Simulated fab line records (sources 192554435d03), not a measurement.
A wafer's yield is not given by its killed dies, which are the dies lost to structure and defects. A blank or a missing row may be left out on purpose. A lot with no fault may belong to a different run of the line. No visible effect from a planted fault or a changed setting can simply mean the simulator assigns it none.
fab line records    flow n5_finfet
[record] lots = 4  wafers = 21
route steps=1938 shown BEOL_M7@1280 BEOL_M8@1332 BEOL_M9@1407 BEOL_M11@1562 BEOL_M12@1653
start_h: start of the lot's first displayed wafer, in hours after the record's first day    wait_h: time in hours since the lot's previous step    " same as the row above    L1.1+2: a row that stands for several wafers    - no value present, or no start provided    * or withheld: withheld    < > ~ a bound
route shown NAME@n: a module of which the file shows steps, and the number in the route of the first    usual: mean/standard deviation of fault-free wafers    same: alike in all rows    chamber/n: place in a boat    sites: readings site by site    _std_site: how widely they spread, as a standard deviation    _edge_site: outer sites' mean less inner sites'    radius_mm: for every site, how far away it sits from the centre of the wafer    mask NAME#n: copy n    behind: the tool/chamber that last shaped the wafer    hold: cause of the lot's hold/its duration in hours/its outcome    device: the transistor (n, p or np) that didn't switch    end of line: tests run on the same wafers once the route is complete    a step with no rows: only its recipe    killed: the dies lost at the first sort to structure and to defects; this is not the yield of the wafer    map: per-die view of a wafer (x killed, . not killed, _ where there is no die)
set.NAME: the setting the step ran with; set.NAME@STEP: the setting that earlier step ran with    model.NAME: the simulator's own value behind a step, which no gauge read
lots whose settings were changed on purpose; a table a step, a row a wafer
[[steps]]
[step N5_BEOL_M7_ETCH_61]
[recipe] chemistry = CF4  target = SiARC  target_depth_a = 455  mask_material = CAR-ArF  time_s = 75.8  ion_energy_ev = 80  pressure_mtorr = 40  source_w = 545  bias_w = 36  Ar_flow_sccm = 100  cf4_flow_sccm = 100  ends = cleared
[usual] etch_rf_on_time_s = 75.4/1.8  rf_vpp_V = 183.9/1.2
lot.wafer  tool         chamber  start_h  wait_h  set.source_w  etch_rf_on_time_s  rf_vpp_V
L077.1     rie_diel-05  1        210.60   0.0     457.8         87.6               193.0
L077.2     "            0        "        "       545           75.5               183.5
L077.3     "            2        "        "       457.8         88.5               194.5
L077.4     "            3        "        "       545           73.6               183.0
L077.5     "            2        "        "       457.8         89.4               195.2
L077.6     "            3        "        "       545           74.0               184.7
L084.1     rie_diel-03  1        248.71   0.0     545           72.3               184.3
L084.2     "            3        "        "       520.3         77.3               187.5
L084.3     "            2        "        "       545           77.4               183.6
L084.4     "            0        "        "       545           77.1               186.2
L084.5     "            2        "        "       520.3         80.5               185.5
L084.6     "            3        "        "       520.3         77.8               188.6
L083.4     rie_diel-04  2        256.22   0.0     545           75.0               183.7
L083.5     "            3        "        "       545           76.4               185.6
L083.6     "            0        "        "       545           72.5               184.0
L089.1     rie_diel-04  3        289.64   0.0     470           87.5               194.7
L089.2     "            2        "        "       470           85.2               192.2
L089.3     "            1        "        "       545           75.2               184.1
L089.4     "            0        "        "       545           73.8               183.1
L089.5     "            3        "        "       545           76.2               187.7
L089.6     "            0        "        "       470           84.2               192.7
[step N5_BEOL_M7_COAT_22]
[recipe] resist = CAR-EUV  spin_rpm = 1500  resist_thk_nm = 30
lot.wafer   tool            chamber  start_h  wait_h  set.spin_rpm  model.CAR-EUV_of_BEOL_M7_COAT_22.thk_nm
L077.1+2+5  litho_track-05  0        -        -       1500          30
L077.3+4    "               0        "        "       1646          28.6
L077.6      "               0        "        "       1646          28.4
L084.1+3    litho_track-05  0        -        -       1602          29.2
L084.2+4+6  "               0        "        "       1500          30
L084.5      "               0        "        "       1602          29
L083.4+5+6  litho_track-01  0        -        -       1500          30.2
L089.1+3+4  litho_track-05  0        -        -       1500          30
L089.2+5+6  "               0        "        "       1500          30.2
[step N5_BEOL_M7_EBR_24]
[recipe] solvent = PGMEA  ebr_width_mm = 1.5
[step N5_BEOL_M7_SOFTBAKE_23]
[recipe] temp_c = 110  time_s = 60  resist = CAR-EUV
[step N5_BEOL_M7_DESCUM_33]
[recipe] chemistry = O2  time_s = 7  source_power_w = 50  bias_power_w = 20  pressure_mtorr = 20  rf_frequency_hz = 2.712e+07  temp_c = 40  resist = CAR-EUV  o2_flow_sccm = 225
[step N5_BEOL_M7_ETCH_72]
[recipe] chemistry = N2/H2  target = underlayer  target_depth_a = 65  mask_material = CAR-EUV  time_s = 5.2  ion_energy_ev = 200  pressure_mtorr = 30  source_w = 840  bias_w = 150  n2_flow_sccm = 200  h2_flow_sccm = 200  ends = cleared
lot.wafer   tool         chamber  start_h  wait_h  set.spin_rpm@BEOL_M7_COAT_22  model.CAR-EUV_of_BEOL_M7_COAT_22.thk_nm
L077.1      rie_diel-05  0        211.49   0.0     1500                          20.2
L077.2+5    "            2,1      "        "       1500                          20.4
L077.3+6    "            3,0      "        "       1646                          18.8
L077.4      "            1        "        "       1646                          19
L084.1+3+5  rie_diel-04  0,2,2    250.29   0.0     1602                          19.4
L084.2+4+6  "            3,1,3    "        "       1500                          20.4
L083.4      rie_diel-05  3        257.52   0.0     1500                          20.4
L083.5+6    "            1,2      "        "       1500                          20.6
L089.1+3+6  rie_diel-05  1,0,0    291.28   0.0     1500                          20.4
L089.2+4+5  "            2,1,2    "        "       1500                          20.6
[step N5_BEOL_M8_ILD_DEP_00]
[recipe] material = SiCOH_lowk  target_thk_a = 1797.5  temp_c = 300  precursor = DEMS/porogen  pressure_torr = 5  rf_w = 500  time_s = 33.4
lot.wafer  tool      chamber  start_h  wait_h  set.time_s  model.SiCOH_lowk_of_BEOL_M8_ILD_DEP_00.thk_nm
L077.1     pecvd-04  1        214.34   0.0     29.63       158.4
L077.2     "         0        "        "       29.63       162.4
L077.3     "         0        "        "       33.4        184.8
L077.4     "         1        "        "       33.4        181
L077.5     "         0        "        "       33.4        184.2
L077.6     "         1        "        "       29.63       160
L084.1     pecvd-04  2        254.71   0.0     33.4        180.8
L084.2     "         0        "        "       30.71       167
L084.3     "         1        "        "       33.4        174.6
L084.4     "         2        "        "       30.71       170.2
L084.5     "         1        "        "       30.71       168
L084.6     "         0        "        "       33.4        180.6
L083.4     pecvd-04  2        261.66   0.1     33.4        184
L083.5     "         0        "        "       33.4        183.2
L083.6     "         1        "        "       33.4        180.6
L089.1     pecvd-01  1        294.32   0.0     33.4        177
L089.2     "         0        "        "       34.68       187
L089.3     "         2        "        "       34.68       185.4
L089.4     "         1        "        "       34.68       186.8
L089.5     "         0        "        "       33.4        184.2
L089.6     "         2        "        "       33.4        182.8
[step N5_BEOL_M8_CURE_74]
[recipe] temp_c = 385  time_s = 240  ambient = He/Ar  material = SiCOH_lowk
lot.wafer  tool        chamber  start_h  wait_h  set.time_s@BEOL_M8_ILD_DEP_00  model.SiCOH_lowk_of_BEOL_M8_ILD_DEP_00.thk_nm
L077.1     uv_cure-03  0        214.81   0.4     29.63                          136.4
L077.2     "           0        "        "       29.63                          139.8
L077.3     "           0        "        "       33.4                           159.4
L077.4     "           0        "        "       33.4                           156.2
L077.5     "           0        "        "       33.4                           158.8
L077.6     "           0        "        "       29.63                          137.8
L084.1     uv_cure-03  0        254.92   0.2     33.4                           156
L084.2     "           0        "        "       30.71                          144
L084.3     "           0        "        "       33.4                           150.6
L084.4     "           0        "        "       30.71                          146.8
L084.5     "           0        "        "       30.71                          144.8
L084.6     "           0        "        "       33.4                           155.8
L083.4     uv_cure-01  0        262.16   0.5     33.4                           158.6
L083.5     "           0        "        "       33.4                           158
L083.6     "           0        "        "       33.4                           155.8
L089.1     uv_cure-01  0        294.38   0.0     33.4                           152.6
L089.2     "           0        "        "       34.68                          161.4
L089.3     "           0        "        "       34.68                          160
L089.4     "           0        "        "       34.68                          161.2
L089.5     "           0        "        "       33.4                           159
L089.6     "           0        "        "       33.4                           157.6
[step N5_BEOL_M8_THK_MEAS_01]
[recipe] reads = SiCOH_lowk_of_BEOL_M8_ILD_DEP_00
[usual] M8_ILD_THK = 155.9/2.1
lot.wafer  tool           chamber  start_h  wait_h  set.time_s@BEOL_M8_ILD_DEP_00  M8_ILD_THK[nm]
L077.1     film_metro-02  -        215.32   0.4     29.63                          136.4
L077.2     "              -        "        "       29.63                          139.7
L077.3     "              -        "        "       33.4                           159.5
L077.4     "              -        "        "       33.4                           156.1
L077.5     "              -        "        "       33.4                           158.9
L077.6     "              -        "        "       29.63                          137.9
L084.1     film_metro-02  -        255.44   0.4     33.4                           155.9
L084.2     "              -        "        "       30.71                          144.0
L084.3     "              -        "        "       33.4                           150.6
L084.4     "              -        "        "       30.71                          146.8
L084.5     "              -        "        "       30.71                          144.8
L084.6     "              -        "        "       33.4                           155.7
L083.4     film_metro-01  -        262.44   0.2     33.4                           158.6
L083.5     "              -        "        "       33.4                           158.0
L083.6     "              -        "        "       33.4                           155.6
L089.1     film_metro-02  -        294.90   0.4     33.4                           152.6
L089.2     "              -        "        "       34.68                          161.5
L089.3     "              -        "        "       34.68                          160.1
L089.4     "              -        "        "       34.68                          161.2
L089.5     "              -        "        "       33.4                           158.9
L089.6     "              -        "        "       33.4                           157.8
[step N5_BEOL_M8_COAT_60]
[recipe] resist = SiARC  temp_c = 220  time_s = 60  spin_rpm = 1500  resist_thk_nm = 35
lot.wafer   tool            chamber  start_h  wait_h  set.spin_rpm  model.SiARC_of_BEOL_M8_COAT_60.thk_nm
L077.1+6    litho_track-04  0        -        -       1658          33.2
L077.2+4+5  "               0        "        "       1500          35
L077.3      "               0        "        "       1658          33.4
L084.1+2+3  litho_track-02  0        -        -       1500          35
L084.4+5+6  "               0        "        "       1660          33.4
L083.4+5    litho_track-03  0        -        -       1500          35.2
L083.6      "               0        "        "       1500          35
L089.1      litho_track-03  0        -        -       1617          33.6
L089.2+5    "               0        "        "       1500          35
L089.3+6    "               0        "        "       1617          33.8
L089.4      "               0        "        "       1500          35.2
[step N5_BEOL_M8_COAT_05]
[recipe] resist = CAR-ArF  spin_rpm = 1500  resist_thk_nm = 90
[step N5_BEOL_M8_EBR_07]
[recipe] solvent = PGMEA  ebr_width_mm = 1.5
[step N5_BEOL_M8_DESCUM_16]
[recipe] chemistry = O2  time_s = 7.9  source_power_w = 50  bias_power_w = 20  pressure_mtorr = 20  rf_frequency_hz = 2.712e+07  temp_c = 40  resist = CAR-ArF  o2_flow_sccm = 225
[step N5_BEOL_M8_ETCH_61]
[recipe] chemistry = CF4  target = SiARC  target_depth_a = 455  mask_material = CAR-ArF  time_s = 75.8  ion_energy_ev = 80  pressure_mtorr = 40  source_w = 545  bias_w = 36  Ar_flow_sccm = 100  cf4_flow_sccm = 100  ends = cleared
lot.wafer  tool         chamber  start_h  wait_h  set.spin_rpm@BEOL_M8_COAT_60  model.etch.depth_nm  model.CAR-ArF_of_BEOL_M8_COAT_05.thk_nm
L077.1     rie_diel-02  1        217.62   0.0     1658                          33.28                52.6
L077.2     "            3        "        "       1500                          34.96                51
L077.3     "            0        "        "       1658                          33.3                 52.6
L077.4     "            2        "        "       1500                          34.91                51.2
L077.5     "            2        "        "       1500                          34.91                50.8
L077.6     "            1        "        "       1658                          33.21                52.6
L084.1     rie_diel-01  3        256.44   0.0     1500                          35.03                50.6
L084.2     "            0        "        "       1500                          34.98                51
L084.3     "            1        "        "       1500                          35.01                50.8
L084.4     "            0        "        "       1660                          33.32                52.6
L084.5     "            1        "        "       1660                          33.38                52.4
L084.6     "            3        "        "       1660                          33.36                52.4
L083.4     rie_diel-02  0        267.29   0.0     1500                          35.15                51
L083.5     "            2        "        "       1500                          35.11                51
L083.6     "            3        "        "       1500                          35.06                50.8
L089.1     rie_diel-02  2        296.52   0.0     1617                          33.67                51.8
L089.2     "            1        "        "       1500                          35.05                50.8
L089.3+6   "            0        "        "       1617                          33.71                52
L089.4     "            3        "        "       1500                          35.16                50.6
L089.5     "            1        "        "       1500                          34.94                51
[step N5_BEOL_M9_COAT_60]
[recipe] resist = SiARC  temp_c = 220  time_s = 60  spin_rpm = 1500  resist_thk_nm = 30
lot.wafer   tool            chamber  start_h  wait_h  set.spin_rpm  model.SiARC_of_BEOL_M9_COAT_60.thk_nm
L077.1+3+4  litho_track-05  0        -        -       1587          29.2
L077.2+5+6  "               0        "        "       1500          30
L084.1+4    litho_track-01  0        -        -       1500          30
L084.2      "               0        "        "       1500          29.8
L084.3+5+6  "               0        "        "       1641          28.6
L083.4+5+6  litho_track-01  0        -        -       1500          30
L089.1+5    litho_track-01  0        -        -       1500          30
L089.2+4    "               0        "        "       1574          29.2
L089.3      "               0        "        "       1500          29.8
L089.6      "               0        "        "       1574          29.4
[step N5_BEOL_M9_COAT_05]
[recipe] resist = CAR-ArF  spin_rpm = 1500  resist_thk_nm = 90
[step N5_BEOL_M9_EBR_07]
[recipe] solvent = PGMEA  ebr_width_mm = 1.5
[step N5_BEOL_M9_DESCUM_16]
[recipe] chemistry = O2  time_s = 7.9  source_power_w = 50  bias_power_w = 20  pressure_mtorr = 20  rf_frequency_hz = 2.712e+07  temp_c = 40  resist = CAR-ArF  o2_flow_sccm = 225
[step N5_BEOL_M9_ETCH_61]
[recipe] chemistry = CF4  target = SiARC  target_depth_a = 390  mask_material = CAR-ArF  time_s = 65  ion_energy_ev = 80  pressure_mtorr = 40  source_w = 545  bias_w = 36  Ar_flow_sccm = 100  cf4_flow_sccm = 100  ends = cleared
lot.wafer  tool         chamber  start_h  wait_h  set.spin_rpm@BEOL_M9_COAT_60  model.etch.depth_nm  model.CAR-ArF_of_BEOL_M9_COAT_05.thk_nm
L077.1     rie_diel-03  0        228.29   0.0     1587                          29.15                56.4
L077.2     "            2        "        "       1500                          30.02                55.4
L077.3     "            3        "        "       1587                          29.19                56.2
L077.4     "            1        "        "       1587                          29.25                56
L077.5     "            1        "        "       1500                          29.99                55.4
L077.6     "            0        "        "       1500                          29.98                55.6
L084.1     rie_diel-04  2        267.19   0.0     1500                          29.95                55.8
L084.2     "            1        "        "       1500                          29.88                56
L084.3     "            3        "        "       1641                          28.64                57
L084.4     "            0        "        "       1500                          29.96                55.8
L084.5     "            2        "        "       1641                          28.64                57.2
L084.6     "            3        "        "       1641                          28.69                57
L083.4     rie_diel-03  2        278.61   0.0     1500                          30.03                55.8
L083.5     "            0        "        "       1500                          29.96                55.4
L083.6     "            3        "        "       1500                          29.92                55.8
L089.1     rie_diel-05  1        305.33   0.0     1500                          29.92                55.8
L089.2     "            0        "        "       1574                          29.27                56.2
L089.3     "            3        "        "       1500                          29.87                55.4
L089.4     "            2        "        "       1574                          29.22                56
L089.5     "            3        "        "       1500                          30                   55.6
L089.6     "            0        "        "       1574                          29.32                56
[step N5_BEOL_M9_ETCH_62]
[recipe] chemistry = N2/H2  target = SOC  target_depth_a = 1100  overetch_a = 220  mask_material = SiARC  temp_c = 40  time_s = 165  ion_energy_ev = 200  pressure_mtorr = 30  source_w = 840  bias_w = 150  n2_flow_sccm = 200  h2_flow_sccm = 200
lot.wafer   tool         chamber  start_h  wait_h  set.spin_rpm@BEOL_M9_COAT_60  model.SiARC_of_BEOL_M9_COAT_60.thk_nm
L077.1      rie_diel-03  0        228.34   0.0     1587                          23
L077.2      "            2        "        "       1500                          23.4
L077.3+4    "            3,1      "        "       1587                          22.4
L077.5      "            1        "        "       1500                          23.2
L077.6      "            0        "        "       1500                          23.8
L084.1+4    rie_diel-04  2,0      267.24   0.0     1500                          23.4
L084.2      "            1        "        "       1500                          23.2
L084.3+5+6  "            3,2,3    "        "       1641                          22.2
L083.4+5    rie_diel-03  2,0      278.66   0.0     1500                          23.8
L083.6      "            3        "        "       1500                          23.2
L089.1+3    rie_diel-05  1,3      305.38   0.0     1500                          23.4
L089.2+4+6  "            0,2,0    "        "       1574                          22.8
L089.5      "            3        "        "       1500                          23.6
[step N5_BEOL_M11_COAT_22]
[recipe] resist = CAR-ArF  spin_rpm = 1500  resist_thk_nm = 90
lot.wafer     tool            chamber  start_h  wait_h  set.spin_rpm  model.CAR-ArF_of_BEOL_M11_COAT_22.thk_nm
L077.1        litho_track-03  0        -        -       1500          90.4
L077.2        "               0        "        "       1668          85.4
L077.3        "               0        "        "       1668          85.6
L077.4        "               0        "        "       1500          90
L077.5        "               0        "        "       1668          85.8
L077.6        "               0        "        "       1500          90.2
L084.1        litho_track-02  0        -        -       1500          90
L084.2+3+4+5  "               0        "        "       1500          89.8
L084.6        "               0        "        "       1500          89.6
L083.4+5      litho_track-03  0        -        -       1500          90
L083.6        "               0        "        "       1500          89.8
L089.1+2      litho_track-02  0        -        -       1620          86.8
L089.3+4      "               0        "        "       1500          90
L089.5        "               0        "        "       1500          90.2
L089.6        "               0        "        "       1620          87
[step N5_BEOL_M11_EXPOSE_25]
[recipe] mask_id = V10  na = 1.35  source_shape = annular  sigma_inner = 0.5  sigma_outer = 0.8  polarization = unpolarized  dose_mj = 85.5
lot.wafer   tool             chamber  start_h  wait_h  mask   set.dose_mj
L077.1+2+3  arfi_scanner-03  0        246.79   -       V10#0  88.79
L077.4+5+6  "                0        "        "       V10#0  85.5
L084.1+5+6  arfi_scanner-01  0        289.55   -       V10#0  89.79
L084.2+3+4  "                0        "        "       V10#0  85.5
L083.4+5+6  arfi_scanner-02  0        298.14   -       V10#0  85.5
L089.1+4+5  arfi_scanner-03  0        323.98   -       V10#0  88.07
L089.2+3+6  "                0        "        "       V10#0  85.5
[step N5_BEOL_M11_PEB_26]
[recipe] peb_temp_c = withheld  peb_time_s = 60  resist = CAR-ArF
[step N5_BEOL_M11_DEVELOP_27]
[recipe] develop_time_s = 30  developer = TMAH  resist = CAR-ArF  rinse_liquid = diw  dry = air_spin  dev_temp_c = 23
lot.wafer     tool            chamber  start_h  wait_h  set.spin_rpm@BEOL_M11_COAT_22  model.CAR-ArF_of_BEOL_M11_COAT_22.thk_nm
L077.1        litho_track-02  0        -        -       1500                           88.8
L077.2        "               0        "        "       1668                           83.6
L077.3        "               0        "        "       1668                           83.8
L077.4        "               0        "        "       1500                           88.4
L077.5        "               0        "        "       1668                           84
L077.6        "               0        "        "       1500                           88.6
L084.1+3+4+5  litho_track-05  0        -        -       1500                           88.2
L084.2+6      "               0        "        "       1500                           88
L083.4        litho_track-03  0        -        -       1500                           88.4
L083.5        "               0        "        "       1500                           88.2
L083.6        "               0        "        "       1500                           88
L089.1+2      litho_track-02  0        -        -       1620                           85
L089.3+4      "               0        "        "       1500                           88.2
L089.5        "               0        "        "       1500                           88.4
L089.6        "               0        "        "       1620                           85.2
[step N5_BEOL_M11_CD_MEAS_28]
[recipe] target_cd_nm = 70  landing_energy_ev = 500  detector = se_inlens  polarity = opening
[usual] cd_nm = 70.0/0.72
lot.wafer  tool       chamber  start_h  wait_h  set.dose_mj@BEOL_M11_EXPOSE_25  cd_nm
L077.1     cd_sem-02  0        246.92   -       88.79                           74.5
L077.2     "          0        "        "       88.79                           73.7
L077.3     "          0        "        "       88.79                           74.1
L077.4     "          0        "        "       85.5                            70.3
L077.5     "          0        "        "       85.5                            69.8
L077.6     "          0        "        "       85.5                            69.8
L084.1     cd_sem-02  0        289.69   -       89.79                           73.5
L084.2     "          0        "        "       85.5                            70.6
L084.3     "          0        "        "       85.5                            70.8
L084.4     "          0        "        "       85.5                            69.1
L084.5     "          0        "        "       89.79                           73.6
L084.6     "          0        "        "       89.79                           74.7
L083.4     cd_sem-02  0        298.25   -       85.5                            70.2
L083.5     "          0        "        "       85.5                            70.4
L083.6     "          0        "        "       85.5                            70.2
L089.1     cd_sem-01  0        324.11   -       88.07                           74.0
L089.2     "          0        "        "       85.5                            70.7
L089.3     "          0        "        "       85.5                            70.2
L089.4     "          0        "        "       88.07                           72.6
L089.5     "          0        "        "       88.07                           73.6
L089.6     "          0        "        "       85.5                            71.7
[step N5_BEOL_M12_CMP_49]
[recipe] stop_on = SiOC  t_overpolish_s = 20.6  down_force_psi = 1  platen_rpm = 50  clearing_platen_down_force_psi = 1.5  clearing_platen_rpm = 50  post_cmp_clean = cu_alkaline  target_thk_nm = 320  clearing_platen_pad_velocity_m_s = 0.99484  pad_velocity_m_s = 0.99484
[usual] barrier_field_endpoint_s = 30.3/0.75
lot.wafer  tool    chamber  start_h  wait_h  set.down_force_psi  barrier_field_endpoint_s
L077.2     cmp-03  3        258.38   0.2     1                   31.7
L077.3     "       0        "        "       1.059               28.0
L077.4     "       1        "        "       1.059               29.3
L077.1     "       2        "        "       1                   30.1
L077.6     "       3        "        "       1                   30.8
L077.5     "       0        "        "       1.059               28.7
L084.1     cmp-01  3        302.31   0.3     1                   29.8
L084.2     "       0        "        "       1                   30.8
L084.3     "       1        "        "       1                   29.9
L084.4     "       2        "        "       0.8217              37.1
L084.5     "       3        "        "       0.8217              37.4
L084.6     "       0        "        "       0.8217              37.8
L083.4     cmp-04  3        305.19   0.2     1                   30.0
L083.5     "       2        "        "       1                   29.2
L083.6     "       3        "        "       1                   30.1
L089.1     cmp-01  2        333.86   0.3     1                   30.9
L089.2     "       3        "        "       1                   29.6
L089.4     "       0        "        "       1                   30.5
L089.3     "       1        "        "       1                   31.2
L089.5     "       2        "        "       1                   30.7
L089.6     "       3        "        "       1                   30.7
[[key]]
[split] step = N5_BEOL_M7_ETCH_61  setting = source_w  stated = 545  by = wafer
[response] step = N5_BEOL_M7_ETCH_61  reading = etch_rf_on_time_s  change = *  per = 1%  r = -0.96
[response] step = N5_BEOL_M7_ETCH_61  reading = rf_vpp_V  change = -0.626  per = 1%  r = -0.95
[split] step = N5_BEOL_M7_COAT_22  setting = spin_rpm  stated = 1500  by = wafer
[response] step = N5_BEOL_M7_COAT_22  reading = model.CAR-EUV_of_BEOL_M7_COAT_22.thk_nm  change = -0.143  per = 1%  r = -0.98
[response] step = N5_BEOL_M7_ETCH_72  reading = model.CAR-EUV_of_BEOL_M7_COAT_22.thk_nm  change = -0.149  per = 1%  r = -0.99
[split] step = N5_BEOL_M8_ILD_DEP_00  setting = time_s  stated = 33.4  by = wafer
[response] step = N5_BEOL_M8_ILD_DEP_00  reading = model.SiCOH_lowk_of_BEOL_M8_ILD_DEP_00.thk_nm  change = +1.75  per = 1%  r = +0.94
[response] step = N5_BEOL_M8_CURE_74  reading = model.SiCOH_lowk_of_BEOL_M8_ILD_DEP_00.thk_nm  change = +1.53  per = 1%  r = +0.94
[response] step = N5_BEOL_M8_THK_MEAS_01  reading = M8_ILD_THK  change = +1.53  per = 1%  r = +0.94
[split] step = N5_BEOL_M8_COAT_60  setting = spin_rpm  stated = 1500  by = wafer
[response] step = N5_BEOL_M8_COAT_60  reading = model.SiARC_of_BEOL_M8_COAT_60.thk_nm  change = -0.16  per = 1%  r = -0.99
[response] step = N5_BEOL_M8_ETCH_61  reading = model.etch.depth_nm  change = -0.16  per = 1%  r = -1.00
[response] step = N5_BEOL_M8_ETCH_61  reading = model.CAR-ArF_of_BEOL_M8_COAT_05.thk_nm  change = +0.152  per = 1%  r = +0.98
[split] step = N5_BEOL_M9_COAT_60  setting = spin_rpm  stated = 1500  by = wafer
[response] step = N5_BEOL_M9_COAT_60  reading = model.SiARC_of_BEOL_M9_COAT_60.thk_nm  change = -0.14  per = 1%  r = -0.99
[response] step = N5_BEOL_M9_ETCH_61  reading = model.etch.depth_nm  change = -0.136  per = 1%  r = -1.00
[response] step = N5_BEOL_M9_ETCH_61  reading = model.CAR-ArF_of_BEOL_M9_COAT_05.thk_nm  change = +0.122  per = 1%  r = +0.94
[response] step = N5_BEOL_M9_ETCH_62  reading = model.SiARC_of_BEOL_M9_COAT_60.thk_nm  change = -0.13  per = 1%  r = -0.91
[split] step = N5_BEOL_M11_COAT_22  setting = spin_rpm  stated = 1500  by = wafer
[response] step = N5_BEOL_M11_COAT_22  reading = model.CAR-ArF_of_BEOL_M11_COAT_22.thk_nm  change = -0.407  per = 1%  r = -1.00
[response] step = N5_BEOL_M11_DEVELOP_27  reading = model.CAR-ArF_of_BEOL_M11_COAT_22.thk_nm  change = -0.419  per = 1%  r = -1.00
[split] step = N5_BEOL_M11_EXPOSE_25  setting = dose_mj  stated = 85.5  by = wafer
[response] step = N5_BEOL_M11_CD_MEAS_28  reading = cd_nm  change = +0.865  per = 1%  r = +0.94
[split] step = N5_BEOL_M12_CMP_49  setting = down_force_psi  stated = 1  by = wafer
[response] step = N5_BEOL_M12_CMP_49  reading = barrier_field_endpoint_s  change = -0.405  per = 1%  r = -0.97
